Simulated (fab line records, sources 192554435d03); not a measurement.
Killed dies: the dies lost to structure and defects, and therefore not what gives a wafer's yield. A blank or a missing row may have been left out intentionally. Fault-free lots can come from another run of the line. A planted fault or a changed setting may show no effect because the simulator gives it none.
fab line records	flow n5Finfet
record lots=10	wafers=28	lastDay=17
route steps=1938 shown BEOL_M4@1111 BEOL_M15@1821 PASSIVATION@1916
lots that met no fault: taken from a fault-free run of the same line
startH: start of the lot's first displayed wafer, in hours after the record's first day	waitH: hours from the lot's prior step to this one	" same as the row above	L1.1+2: several wafers, shown together as one row	- no value, or no start was given	* or withheld: withheld	< > ~ a bound
route shown NAME@n: a module of which the file shows steps, and the number in the route of the first	usual: mean/standard deviation taken from wafers without a fault	same: alike in all rows	chamber/n: place in a boat	sites: the reading at each site	_std_site: how widely they spread, as a standard deviation	_edge_site: the outer-site mean with the inner-site mean subtracted	radiusMm: how far each site lies from the wafer's centre	mask NAME#n: copy n	behind: the most recent tool/chamber to have shaped the wafer	hold: cause of the lot's hold/its duration in hours/its outcome	device: the transistor (n, p or np) that didn't switch	end of line: tests of these same wafers at the route's end	where a step has no rows: the recipe by itself	killed: the dies lost at the first sort to structure and to defects; this is not the yield of the wafer	map: per-die view of a wafer (x killed, . not killed, _ where there is no die)
set.NAME: setting as actually run; set.NAME@STEP: the setting as run at that earlier step	model.NAME: the simulator's own value behind a step, which no gauge read
steps of the route over a sample of lots; a table a step, a row a wafer
services: when a tool's chamber went out of use (startH, in hours from the record's first day, below 0 if earlier), for how many hours, and the reason
## steps
# step N5_BEOL_M4_RC_MEAS_101
# usual DIBL_N=37.2/1.8	DIBL_P=37.5/2.5	IOFF_N=0.17/0.038	IOFF_P=0.24/0.046	ION_N=681/13	ION_P=469/8.5	SS_N=71.7/0.6	SS_P=73.6/0.69	VT_N=249/3.4	VT_P=-248/3.6
lot.wafer	tool	chamber	startH	waitH	DIBL_N[mV/V]	DIBL_P[mV/V]	IOFF_N[nA/um]	IOFF_P[nA/um]	ION_N[uA/um]	ION_P[uA/um]	SS_N[mV/dec]	SS_P[mV/dec]	VT_N[mV]	VT_P[mV]
L477.2	prober-01	0	163.31	0.2	37.7	36.6	0.20	0.28	690	478	72.4	73.8	248	-245
L477.3	"	0	"	"	37.1	35.3	0.16	0.25	673	466	71.7	73.3	251	-246
L477.5	"	0	"	"	34.6	33.2	0.14	0.22	667	463	70.9	72.3	252	-245
L480.1	prober-01	0	183.60	0.0	39.9	42.1	0.24	0.28	695	472	71.9	73.5	246	-249
L480.3	"	0	"	"	36.9	37.2	0.15	0.19	686	467	71.3	72.6	251	-255
L480.4	"	0	"	"	38.6	39.4	0.19	0.21	673	454	71.7	73.9	249	-253
L481.1	prober-02	0	189.52	0.0	36.7	36.6	0.16	0.24	676	470	72.1	73.6	251	-246
L481.3	"	0	"	"	37.9	37.4	0.17	0.26	683	478	71.4	73.4	247	-243
L481.5	"	0	"	"	40.3	40.6	0.22	0.33	685	479	73.2	75.0	244	-242
L482.1	prober-01	0	205.61	0.0	40.1	41.0	0.24	0.39	707	491	72.4	75.2	242	-239
L482.4	"	0	"	"	33.7	32.9	0.11	0.21	665	469	70.6	73.3	255	-247
L488.3	prober-01	0	238.16	0.3	36.3	34.9	0.15	0.21	694	473	72.3	73.5	253	-247
L488.5	"	0	"	"	35.6	34.9	0.14	0.22	679	478	71.7	73.8	251	-248
L488.6	"	0	"	"	37.5	35.4	0.16	0.22	670	464	71.5	73.5	248	-249
L489.2	prober-02	0	238.47	0.5	39.4	40.3	0.22	0.27	695	469	72.3	74.3	248	-247
L489.5	"	0	"	"	37.4	37.8	0.16	0.22	673	463	71.8	73.6	251	-248
L491.3	prober-01	0	254.62	0.3	37.1	37.0	0.17	0.25	683	470	72.0	74.0	250	-248
L491.4	"	0	"	"	37.5	36.9	0.17	0.23	666	462	72.2	73.9	249	-252
L491.6	"	0	"	"	36.6	36.5	0.15	0.23	664	459	72.2	74.0	253	-248
L496.1	prober-01	0	287.41	0.0	38.9	39.5	0.22	0.26	695	470	71.4	74.0	245	-247
L496.2	"	0	"	"	35.8	36.2	0.16	0.19	689	469	71.1	73.5	249	-251
L496.3	"	0	"	"	42.4	43.9	0.31	0.34	697	474	73.4	75.2	241	-245
L495.1	prober-02	0	287.71	0.0	35.5	36.0	0.13	0.16	670	450	71.8	72.4	250	-257
L495.2	"	0	"	"	35.7	36.7	0.14	0.18	675	457	71.1	73.8	252	-254
L495.3	"	0	"	"	39.6	41.4	0.23	0.26	691	468	71.7	74.1	244	-249
L499.2	prober-01	0	295.41	0.2	36.3	36.7	0.16	0.23	683	468	71.2	73.2	248	-248
L499.3	"	0	"	"	38.2	38.6	0.20	0.26	699	476	72.2	73.8	248	-248
L499.4	"	0	"	"	33.9	33.7	0.13	0.19	671	461	71.0	73.2	252	-251
# step N5_BEOL_M15_SPUTTER_45
# recipe material=Cu	targetThkA=1000	tempC=-20	biasV=60	powerW=26000	chamberPressurePa=0.13	timeS=16.67
# usual chuckGasFlowSccm=1.26/0.052	throttleValvePct=30.4/1.2
lot.wafer	tool	chamber	startH	waitH	chuckGasFlowSccm	throttleValvePct
L477.2	pvdSputter-01	-	249.23	0.0	1.26	31.9
L477.3	"	-	"	"	1.21	31.6
L477.5	"	-	"	"	1.32	32.1
L480.1	pvdSputter-03	-	269.79	0.0	1.33	30.4
L480.3	"	-	"	"	1.22	29.7
L480.4	"	-	"	"	1.38	29.5
L481.1	pvdSputter-03	-	275.50	0.0	1.28	30.5
L481.3	"	-	"	"	1.25	29.9
L481.5	"	-	"	"	1.26	29.3
L482.1	pvdSputter-01	-	291.74	0.0	1.30	30.4
L482.4	"	-	"	"	1.32	32.0
L488.3	pvdSputter-01	-	332.91	0.0	1.20	31.9
L488.5	"	-	"	"	1.28	31.5
L488.6	"	-	"	"	1.26	32.0
L489.2	pvdSputter-01	-	333.31	0.0	1.31	31.9
L489.5	"	-	"	"	1.32	31.9
L491.3	pvdSputter-02	-	335.92	0.0	1.21	29.8
L491.4	"	-	"	"	1.22	29.0
L491.6	"	-	"	"	1.29	27.9
L496.1	pvdSputter-02	-	373.65	0.0	1.27	29.6
L496.2	"	-	"	"	1.30	28.0
L496.3	"	-	"	"	1.28	29.1
L495.1	pvdSputter-02	-	379.49	0.0	1.24	28.5
L495.2	"	-	"	"	1.26	29.6
L495.3	"	-	"	"	1.22	28.4
L499.2	pvdSputter-03	-	384.86	0.0	1.22	29.5
L499.3	"	-	"	"	1.26	29.7
L499.4	"	-	"	"	1.23	30.4
# step N5_PASSIVATION_PECVD_35
# recipe material=SiNx	targetThkA=7000	tempC=400	precursor=SiH4/NH3/N2	pressureTorr=4.9	rfW=1406	timeS=151.3
# usual heaterPowerW=382/85	showerheadPlenumPTorr=8.67/0.063	throttleValvePct=29.2/1.4
lot.wafer	tool	chamber	startH	waitH	heaterPowerW	showerheadPlenumPTorr	throttleValvePct
L477.2	pecvd-04	0	260.63	0.1	286	8.63	29.5
L477.3	"	2	"	"	237	8.73	28.9
L477.5	"	2	"	"	282	8.69	28.9
L480.1	pecvd-01	0	284.79	0.1	310	8.54	28.0
L480.3	"	2	"	"	353	8.68	31.2
L480.4	"	2	"	"	215	8.68	30.9
L481.1	pecvd-04	0	289.10	0.1	320	8.62	29.5
L481.3	"	1	"	"	300	8.78	32.7
L481.5	"	1	"	"	333	8.80	32.6
L482.1	pecvd-01	2	305.59	0.1	273	8.68	30.9
L482.4	"	2	"	"	302	8.67	31.0
L488.3	pecvd-02	1	342.15	0.1	361	8.73	27.9
L488.5	"	1	"	"	405	8.74	28.1
L488.6	"	0	"	"	395	8.64	29.5
L489.2	pecvd-02	1	345.76	0.1	410	8.72	27.7
L489.5	"	0	"	"	549	8.62	29.6
L491.3	pecvd-02	0	346.26	0.1	491	8.63	29.6
L491.4	"	1	"	"	303	8.76	28.0
L491.6	"	0	"	"	537	8.62	29.4
L496.1	pecvd-02	2	384.96	0.1	406	8.63	27.6
L496.2	"	1	"	"	293	8.75	27.9
L496.3	"	0	"	"	405	8.64	29.9
L495.1	pecvd-02	2	389.67	0.1	324	8.63	28.0
L495.2	"	0	"	"	508	8.62	29.6
L495.3	"	1	"	"	436	8.74	27.8
L499.2	pecvd-04	2	399.77	0.1	275	8.70	29.3
L499.3	"	2	"	"	321	8.72	29.4
L499.4	"	0	"	"	259	8.61	29.5
# step N5_PASSIVATION_CD_MEAS_44
# recipe targetCdNm=40000	landingEnergyEv=500	detector=seInlens
# usual cdNm=40001/4.3
lot.wafer	tool	chamber	startH	waitH	cdNm
L477.2	cdSem-03	0	261.07	-	40002
L477.3	"	0	"	"	40001
L477.5	"	0	"	"	39998
L480.1	cdSem-03	0	285.34	-	39999
L480.3	"	0	"	"	40008
L480.4	"	0	"	"	40000
L481.1	cdSem-03	0	289.53	-	40001
L481.3	"	0	"	"	40004
L481.5	"	0	"	"	40008
L482.1	cdSem-03	0	306.02	-	39994
L482.4	"	0	"	"	39993
L488.3	cdSem-01	0	342.59	-	40000
L488.5	"	0	"	"	39996
L488.6	"	0	"	"	40002
L489.2	cdSem-01	0	346.32	-	39999
L489.5	"	0	"	"	39997
L491.3	cdSem-02	0	346.81	-	40003
L491.4	"	0	"	"	40000
L491.6	"	0	"	"	40003
L496.1	cdSem-01	0	385.51	-	40007
L496.2	"	0	"	"	40009
L496.3	"	0	"	"	40007
L495.1	cdSem-02	0	390.23	-	39999
L495.2	"	0	"	"	40001
L495.3	"	0	"	"	39999
L499.2	cdSem-01	0	400.38	-	39998
L499.3	"	0	"	"	39997
L499.4	"	0	"	"	40003
# step N5_PASSIVATION_ETCH_54
# recipe chemistry=CHF3/O2	target=SiO2	targetDepthA=8800	CHF3_flow_sccm=50	O2_flow_sccm=5	Ar_flow_sccm=200	timeS=440	maskMaterial=PR	pressureMtorr=30	sourceW=650	biasW=170	ionEnergyEv=200
# usual drypumpMotorCurrentA=5.8/0.51	mfcArSccm=200.1/0.59	oesProductAu=0.78/0.041	rfVppV=526/9.8	showerheadPlenumPTorr=2.41/0.072	throttleValvePct=18.97/0.23
lot.wafer	tool	chamber	startH	waitH	drypumpMotorCurrentA	mfcArSccm	oesProductAu	rfHoursCounterH	rfVppV	showerheadPlenumPTorr	throttleValvePct
L477.2	rieDiel-01	0	261.68	0.1	5.2	200.7	0.80	113	529	2.43	18.61
L477.3	"	3	"	"	5.6	200.1	0.77	125	530	2.42	19.09
L477.5	"	2	"	"	6.3	199.3	0.83	-	543	2.45	18.97
L480.1	rieDiel-01	3	285.69	0.1	5.5	200.0	0.76	132	529	2.42	19.11
L480.3	"	0	"	"	5.2	199.8	0.79	119	530	2.43	18.62
L480.4	"	2	"	"	6.3	200.0	0.82	73	543	2.44	19.01
L481.1	rieDiel-01	2	289.98	0.1	6.3	199.9	0.82	74	543	2.44	18.99
L481.3	"	1	"	"	6.0	200.3	0.82	112	510	2.33	19.26
L481.5	"	0	"	"	5.2	199.8	0.79	-	529	2.43	18.61
L482.1	rieDiel-06	3	306.37	0.1	6.8	200.8	0.82	86	530	2.52	18.74
L482.4	"	0	"	"	6.4	199.6	0.80	91	521	2.54	18.47
L488.3	rieDiel-06	3	342.94	0.1	6.8	200.3	0.81	99	528	2.51	18.78
L488.5	"	3	"	"	6.8	200.6	0.81	-	529	2.51	18.77
L488.6	"	0	"	"	6.4	201.1	0.79	-	520	2.53	18.48
L489.2	rieDiel-01	2	346.67	0.1	6.3	199.7	0.80	96	544	2.43	19.04
L489.5	"	2	"	"	6.3	199.5	0.79	-	543	2.43	19.03
L491.3	rieDiel-03	3	347.56	0.1	5.3	200.5	0.80	117	537	2.54	19.03
L491.4	"	2	"	"	5.7	200.0	0.73	216	536	2.31	19.03
L491.6	"	1	"	"	6.6	199.6	0.74	-	513	2.40	19.26
L496.1	rieDiel-01	1	385.88	0.1	6.0	200.0	0.78	145	512	2.32	19.31
L496.2	"	3	"	"	5.5	201.3	0.74	170	530	2.40	19.17
L496.3	"	0	"	"	5.2	200.9	0.76	156	529	2.42	18.66
L495.1	rieDiel-06	1	390.90	0.1	5.7	199.7	0.79	130	519	2.42	18.89
L495.2	"	3	"	"	6.7	199.7	0.80	117	528	2.51	18.81
L495.3	"	0	"	"	6.4	201.2	0.78	120	520	2.53	18.51
L499.2	rieDiel-06	2	400.73	0.1	5.1	200.0	0.67	245	515	2.27	19.07
L499.3	"	1	"	"	5.7	200.7	0.78	134	520	2.42	18.90
L499.4	"	3	"	"	6.8	200.1	0.79	120	528	2.50	18.82
# step N5_PASSIVATION_PROBE_49
# usual defectLimitedYield=91.2/1.4	killed_at_M0_to_M3=32/10	killed_at_M4_up=14/6.2	killedAtContacts=12/6.3	killedAtFrontEnd=42/13	killedAtOther=4/3.4	killedDies=104/17	killedOnRim=14/3.8	killedOpen=67/12	killedShort=34/8.1	sort_bin_4_leakage=0.02/0.13	sort_bin_5_function=5.2/0.93	sort_bin_6_memory=3.2/0.65	sortNPass=1075/16	sortYieldPct=91.1/1.4
# same grossDies=1180	killedAtBackSide=0	sort_bin_8_speed[%]=0
lot.wafer	tool	chamber	startH	waitH	defectLimitedYield[%]	killed_at_M0_to_M3	killed_at_M4_up	killedAtContacts	killedAtFrontEnd	killedAtOther	killedDies	killedOnRim	killedOpen	killedShort	sort_bin_4_leakage[%]	sort_bin_5_function[%]	sort_bin_6_memory[%]	sortNPass	sortYieldPct[%]
L477.2	prober-01	-	264.61	0.2	91.1	33	17	12	42	1	105	15	69	30	0	5.4	2.7	1075	91.1
L477.3	prober-01	-	264.66	0.2	90.1	44	11	18	43	1	117	11	83	29	0	6.4	3.0	1063	90.1
L477.5	prober-01	-	264.76	0.3	91.7	41	14	12	28	3	98	15	67	29	0	4.7	3.4	1082	91.7
L480.1	prober-02	-	288.64	0.2	93.8	23	12	7	27	4	73	14	48	24	0.08	3.1	3.0	1106	93.7
L480.3	prober-02	-	288.74	0.3	91.5	27	11	6	55	1	100	16	58	42	0	6.0	2.1	1080	91.5
L480.4	prober-02	-	288.79	0.3	92.6	40	8	6	28	5	87	10	57	28	0	4.7	2.4	1093	92.6
L481.1	prober-02	-	292.77	0.0	89.0	35	15	37	41	2	130	17	84	42	0	6.2	4.2	1050	89.0
L481.3	prober-02	-	292.87	0.1	89.8	59	17	18	22	4	120	17	74	45	0	6.2	3.6	1060	89.8
L481.5	prober-02	-	292.97	0.2	90.6	47	15	19	29	1	111	14	71	38	0	4.5	4.7	1069	90.6
L482.1	prober-01	-	309.16	0.0	91.4	29	11	8	51	2	101	11	65	34	0.08	4.9	3.4	1078	91.4
L482.4	prober-01	-	309.31	0.2	89.7	48	6	15	50	2	121	18	68	52	0	5.3	4.4	1059	89.7
L488.3	prober-02	-	345.83	0.1	90.3	29	11	16	53	5	114	18	87	27	0	6.1	3.1	1066	90.3
L488.5	prober-02	-	345.93	0.2	72.5	22	268	10	23	2	325	45	50	20	0	16.4	10.8	855	72.5
L488.6	prober-02	-	345.98	0.3	91.4	34	11	22	31	4	102	12	60	42	0	4.8	3.3	1078	91.4
L489.2	prober-01	-	349.50	0.1	90.3	29	11	10	58	6	114	12	70	42	0	6.0	3.1	1066	90.3
L489.5	prober-01	-	349.65	0.2	71.1	39	236	13	50	3	341	51	70	43	0	18.1	10.5	839	71.1
L491.3	prober-01	-	350.44	0.1	87.8	70	20	21	33	0	144	17	103	41	0	7.2	4.5	1036	87.8
L491.4	prober-01	-	350.49	0.2	90.3	39	21	12	41	2	115	16	77	36	0	5.3	4.0	1065	90.3
L491.6	prober-01	-	350.59	0.3	90.8	44	19	8	37	1	109	16	71	37	0	5.4	3.2	1071	90.8
L496.1	prober-01	-	388.66	0.0	92.5	29	10	8	36	6	89	7	58	29	0	4.2	3.2	1091	92.5
L496.2	prober-01	-	388.71	0.1	91.9	34	18	16	23	4	95	12	64	30	0	4.8	3.1	1085	91.9
L496.3	prober-01	-	388.76	0.1	91.5	42	18	6	32	2	100	10	69	25	0.68	5.0	3.0	1072	90.8
L495.1	prober-01	-	393.68	0.0	90.2	32	14	16	53	1	116	14	72	39	0	5.2	3.9	1064	90.2
L495.2	prober-01	-	393.73	0.1	90.7	41	7	9	50	3	110	11	73	36	0	4.8	4.3	1070	90.7
L495.3	prober-01	-	393.78	0.1	91.1	40	11	10	39	5	105	12	74	28	0	6.1	2.4	1075	91.1
L499.2	prober-01	-	404.27	0.1	93.7	20	6	6	33	9	74	7	47	24	0	3.8	2.3	1106	93.7
L499.3	prober-01	-	404.32	0.1	89.7	32	23	11	49	6	121	13	80	36	0	6.4	3.5	1059	89.7
L499.4	prober-01	-	404.37	0.2	91.6	39	13	7	38	2	99	9	64	33	0	5.3	2.8	1081	91.6
# killed by level:class
L477.2 MOL_CONTACT_COAG:geometricParticle:open=10 BEOL_M4:geometricParticle:open=9 FIN_SAQP:geometricParticle:open=7 BEOL_M0_SAQP:geometricParticle:open=7 STI_FIN_REVEAL:geometricParticle:open=6 HKMG_FIN:areaEtch=6 FIN_SAQP:geometricParticle:short=5 BEOL_M1:geometricParticle:open=5
L477.3 MOL_CONTACT_COAG:geometricParticle:open=17 BEOL_M0_SAQP:geometricParticle:open=11 BEOL_M0_SAQP:geometricParticle:short=10 STI_FIN_REVEAL:geometricParticle:open=9 BEOL_M3:geometricParticle:open=9 DUMMY_GATE:geometricParticle:open=7 FIN_SAQP:geometricParticle:short=5 BEOL_M1:geometricParticle:open=5
L477.5 BEOL_M0_SAQP:geometricParticle:open=13 MOL_CONTACT_COAG:geometricParticle:open=9 BEOL_M1:geometricParticle:open=8 BEOL_M0_SAQP:geometricParticle:short=7 BEOL_M3:geometricParticle:open=7 BEOL_M4:geometricParticle:open=6 STI_FIN_REVEAL:geometricParticle:open=5 STARTING-WAFER:geometricParticle:short=5
L480.1 STI_FIN_REVEAL:geometricParticle:open=7 MOL_CONTACT_COAG:geometricParticle:open=6 BEOL_M3:geometricParticle:open=6 BEOL_M0_SAQP:geometricParticle:short=5 BEOL_M2:geometricParticle:open=5 BEOL_M0_SAQP:geometricParticle:open=4 BEOL_M4:geometricParticle:open=4 FIN_SAQP:geometricParticle:short=3
L480.3 FIN_SAQP:geometricParticle:short=18 GATE_CUT:geometricParticle:short=9 FIN_SAQP:geometricParticle:open=7 MOL_CONTACT_COAG:geometricParticle:open=6 BEOL_M0_SAQP:geometricParticle:short=6 BEOL_M1:geometricParticle:open=6 ILD0:geometricParticle:open=5 BEOL_M0_SAQP:geometricParticle:open=5
L480.4 BEOL_M2:geometricParticle:open=17 BEOL_M0_SAQP:geometricParticle:short=6 BEOL_M1:geometricParticle:open=6 FIN_SAQP:geometricParticle:short=5 GATE_CUT:geometricParticle:short=5 MOL_CONTACT_COAG:geometricParticle:open=5 FIN_SAQP:geometricParticle:open=4 BEOL_M0_SAQP:geometricParticle:open=3
L481.1 MOL_CONTACT_COAG:geometricParticle:open=30 BEOL_M0_SAQP:geometricParticle:short=12 FIN_SAQP:geometricParticle:short=10 FIN_SAQP:geometricParticle:open=7 MOL_CONTACT_COAG:geometricParticle:short=7 BEOL_M0_SAQP:geometricParticle:open=6 BEOL_M3:geometricParticle:open=6 STI_FIN_REVEAL:geometricParticle:open=5
L481.3 BEOL_M0_SAQP:geometricParticle:short=20 BEOL_M0_SAQP:geometricParticle:open=16 MOL_CONTACT_COAG:geometricParticle:open=15 FIN_SAQP:geometricParticle:short=10 BEOL_M1:geometricParticle:open=7 BEOL_M3:geometricParticle:open=7 BEOL_M2:geometricParticle:open=5 BEOL_M4:geometricParticle:short=5
L481.5 BEOL_M0_SAQP:geometricParticle:open=18 MOL_CONTACT_COAG:geometricParticle:open=13 FIN_SAQP:geometricParticle:short=12 BEOL_M0_SAQP:geometricParticle:short=9 BEOL_M3:geometricParticle:open=8 BEOL_M4:geometricParticle:open=7 MOL_CONTACT_COAG:geometricParticle:short=6 BEOL_M2:geometricParticle:open=5
L482.1 FIN_SAQP:geometricParticle:open=17 BEOL_M0_SAQP:geometricParticle:short=9 FIN_SAQP:geometricParticle:short=6 DUMMY_GATE:geometricParticle:open=5 ILD0:geometricParticle:open=5 MOL_CONTACT_COAG:geometricParticle:open=5 BEOL_M0_SAQP:geometricParticle:open=5 BEOL_M1:geometricParticle:open=5
L482.4 BEOL_M0_SAQP:geometricParticle:short=17 MOL_CONTACT_COAG:geometricParticle:open=12 BEOL_M0_SAQP:geometricParticle:open=12 BEOL_M1:geometricParticle:open=11 FIN_SAQP:geometricParticle:open=9 FIN_SAQP:geometricParticle:short=8 GATE_CUT:geometricParticle:short=8 STI_FIN_REVEAL:geometricParticle:open=4
L488.3 STI_FIN_REVEAL:geometricParticle:open=22 MOL_CONTACT_COAG:geometricParticle:open=14 BEOL_M2:geometricParticle:open=12 BEOL_M0_SAQP:geometricParticle:open=7 BEOL_M4:geometricParticle:open=6 STI_FIN_REVEAL:geometricParticle:short=5 STARTING-WAFER:geometricParticle:open=5 FIN_SAQP:geometricParticle:open=4
L488.5 BEOL_M15:interfaceVoidOpened=254 MOL_CONTACT_COAG:geometricParticle:open=9 BEOL_M4:geometricParticle:open=9 FIN_SAQP:geometricParticle:open=7 BEOL_M0_SAQP:geometricParticle:short=5 FIN_SAQP:geometricParticle:short=4 BEOL_M3:geometricParticle:open=4 STI_FIN_REVEAL:geometricParticle:open=3
L488.6 BEOL_M3:geometricParticle:open=15 MOL_CONTACT_COAG:geometricParticle:open=14 BEOL_M0_SAQP:geometricParticle:short=9 STI_FIN_REVEAL:geometricParticle:open=8 MOL_CONTACT_COAG:geometricParticle:short=8 FIN_SAQP:geometricParticle:short=6 FIN_SAQP:geometricParticle:open=4 BEOL_M0_SAQP:geometricParticle:open=4
L489.2 FIN_SAQP:geometricParticle:open=23 FIN_SAQP:geometricParticle:short=11 MOL_CONTACT_COAG:geometricParticle:open=7 BEOL_M0_SAQP:geometricParticle:short=7 BEOL_M0_SAQP:geometricParticle:open=6 STI_FIN_REVEAL:geometricParticle:open=6 BEOL_M1:geometricParticle:open=5 ILD0:geometricParticle:open=4
L489.5 BEOL_M15:interfaceVoidOpened=224 FIN_SAQP:geometricParticle:open=10 BEOL_M1:geometricParticle:open=9 STI_FIN_REVEAL:geometricParticle:open=8 BEOL_M0_SAQP:geometricParticle:short=8 BEOL_M0_SAQP:geometricParticle:open=8 BEOL_M4:geometricParticle:open=8 MOL_CONTACT_COAG:geometricParticle:open=7
L491.3 BEOL_M1:geometricParticle:open=32 MOL_CONTACT_COAG:geometricParticle:short=11 MOL_CONTACT_COAG:geometricParticle:open=10 BEOL_M0_SAQP:geometricParticle:open=9 BEOL_M2:geometricParticle:open=8 FIN_SAQP:geometricParticle:open=7 BEOL_M4:geometricParticle:open=7 BEOL_M0_SAQP:geometricParticle:short=7
L491.4 BEOL_M1:geometricParticle:open=12 FIN_SAQP:geometricParticle:short=10 DUMMY_GATE:geometricParticle:open=7 MOL_CONTACT_COAG:geometricParticle:open=7 BEOL_M2:geometricParticle:open=7 BEOL_M0_SAQP:geometricParticle:open=6 FIN_SAQP:geometricParticle:open=5 MOL_CONTACT_COAG:geometricParticle:short=5
L491.6 BEOL_M1:geometricParticle:open=17 FIN_SAQP:geometricParticle:short=13 FIN_SAQP:geometricParticle:open=10 BEOL_M3:geometricParticle:open=8 BEOL_M4:geometricParticle:open=7 GATE_CUT:geometricParticle:short=6 MOL_CONTACT_COAG:geometricParticle:open=6 BEOL_M5:geometricParticle:open=5
L496.1 FIN_SAQP:geometricParticle:short=8 BEOL_M1:geometricParticle:open=8 FIN_SAQP:geometricParticle:open=7 BEOL_M2:geometricParticle:open=6 MOL_CONTACT_COAG:geometricParticle:open=5 BEOL_M4:geometricParticle:open=5 STARTING-WAFER:geometricParticle:open=5 ILD0:geometricParticle:open=4
L496.2 BEOL_M0_SAQP:geometricParticle:open=10 MOL_CONTACT_COAG:geometricParticle:open=9 FIN_SAQP:geometricParticle:open=7 MOL_CONTACT_COAG:geometricParticle:short=7 GATE_CUT:geometricParticle:short=6 BEOL_M0_SAQP:geometricParticle:short=6 BEOL_M1:geometricParticle:open=6 BEOL_M2:geometricParticle:open=6
L496.3 BEOL_M0_SAQP:geometricParticle:open=11 BEOL_M1:geometricParticle:open=10 BEOL_M4:geometricParticle:open=8 BEOL_M2:geometricParticle:open=7 DUMMY_GATE:geometricParticle:open=5 GATE_CUT:geometricParticle:short=5 MOL_CONTACT_COAG:geometricParticle:open=5 BEOL_M0_SAQP:geometricParticle:short=4
L495.1 MOL_CONTACT_COAG:geometricParticle:open=14 FIN_SAQP:geometricParticle:open=13 FIN_SAQP:geometricParticle:short=11 BEOL_M1:geometricParticle:open=10 BEOL_M0_SAQP:geometricParticle:open=8 BEOL_M0_SAQP:geometricParticle:short=6 BEOL_M4:geometricParticle:open=5 DUMMY_GATE:geometricParticle:open=4
L495.2 FIN_SAQP:geometricParticle:open=17 FIN_SAQP:geometricParticle:short=12 BEOL_M1:geometricParticle:open=9 MOL_CONTACT_COAG:geometricParticle:open=8 BEOL_M3:geometricParticle:open=7 BEOL_M0_SAQP:geometricParticle:short=7 BEOL_M0_SAQP:geometricParticle:open=6 STI_FIN_REVEAL:geometricParticle:open=5
L495.3 BEOL_M1:geometricParticle:open=17 FIN_SAQP:geometricParticle:short=12 MOL_CONTACT_COAG:geometricParticle:open=8 BEOL_M0_SAQP:geometricParticle:open=7 BEOL_M2:geometricParticle:open=6 BEOL_M4:geometricParticle:open=6 FIN_SAQP:geometricParticle:open=5 DUMMY_GATE:geometricParticle:open=5
L499.2 STI_FIN_REVEAL:geometricParticle:open=8 MOL_CONTACT_COAG:geometricParticle:open=6 PAD_METAL:geometricParticle:short=5 STARTING-WAFER:geometricParticle:open=5 BEOL_M3:geometricParticle:open=4 FIN_SAQP:geometricParticle:open=3 DUMMY_GATE:geometricParticle:open=3 GATE_CUT:geometricParticle:short=3
L499.3 STI_FIN_REVEAL:geometricParticle:open=12 FIN_SAQP:geometricParticle:open=9 MOL_CONTACT_COAG:geometricParticle:open=9 BEOL_M1:geometricParticle:open=8 BEOL_M2:geometricParticle:short=6 BEOL_M2:geometricParticle:open=5 BEOL_M5:geometricParticle:open=5 FIN_SAQP:geometricParticle:short=4
L499.4 FIN_SAQP:geometricParticle:open=10 BEOL_M1:geometricParticle:open=9 BEOL_M0_SAQP:geometricParticle:short=8 BEOL_M1:geometricParticle:short=7 STI_FIN_REVEAL:geometricParticle:open=6 MOL_CONTACT_COAG:geometricParticle:open=6 BEOL_M2:geometricParticle:open=6 BEOL_M4:geometricParticle:open=4
## services
tool	chamber	startH	hours	kind
pecvd-04	1	237.00	5.5	scheduledDown
rieDiel-03	1	275.76	6.8	repair
pecvd-02	1	298.11	5.0	scheduledDown
rieDiel-06	-	314.19	0.5	repair
rieDiel-03	-	329.47	4.0	pm
pecvd-02	2	331.36	12.1	repair
pecvd-01	-	340.44	3.9	repair
pecvd-04	0	345.28	2.1	scheduledDown
pecvd-02	-	352.46	1.6	repair
pecvd-01	2	359.55	5.5	scheduledDown
pecvd-04	-	361.97	6.0	pm
rieDiel-01	1	365.34	4.0	repair
rieDiel-06	0	377.23	6.7	repair
pecvd-04	1	383.62	-	clean
pecvd-04	1	383.62	-	consumableReplace:showerhead
pecvd-02	0	391.70	2.1	scheduledDown
## key
firstSign step=N5_PASSIVATION_PROBE_49	reading=killed_at_M4_up	direction=up	sigmas=39	usual=14	struck=252
effect step=N5_PASSIVATION_PROBE_49	reading=sortNPass	direction=down	sigmas=14	usual=1075	struck=847
moreKillsBornAt N5_BEOL_M15_SPUTTER_45@pvdSputter-01=478
metAt N5_BEOL_M15_SPUTTER_45
struckLots L488,L489
struckWafers L488.5,L489.5
notActingAt N5_PASSIVATION_PECVD_35,N5_PASSIVATION_CD_MEAS_44,N5_PASSIVATION_ETCH_54
onsetBetween 291.74 332.91
fault kind=processParameterDrift	tool=pvdSputter-01	chamber=-	onsetH=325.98	steps=N5_BEOL_M15_SPUTTER_45	channel=timeS	offset=*	shape=step	endH=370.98	scope=struckWafersOnly	actsIn=*	stated=*
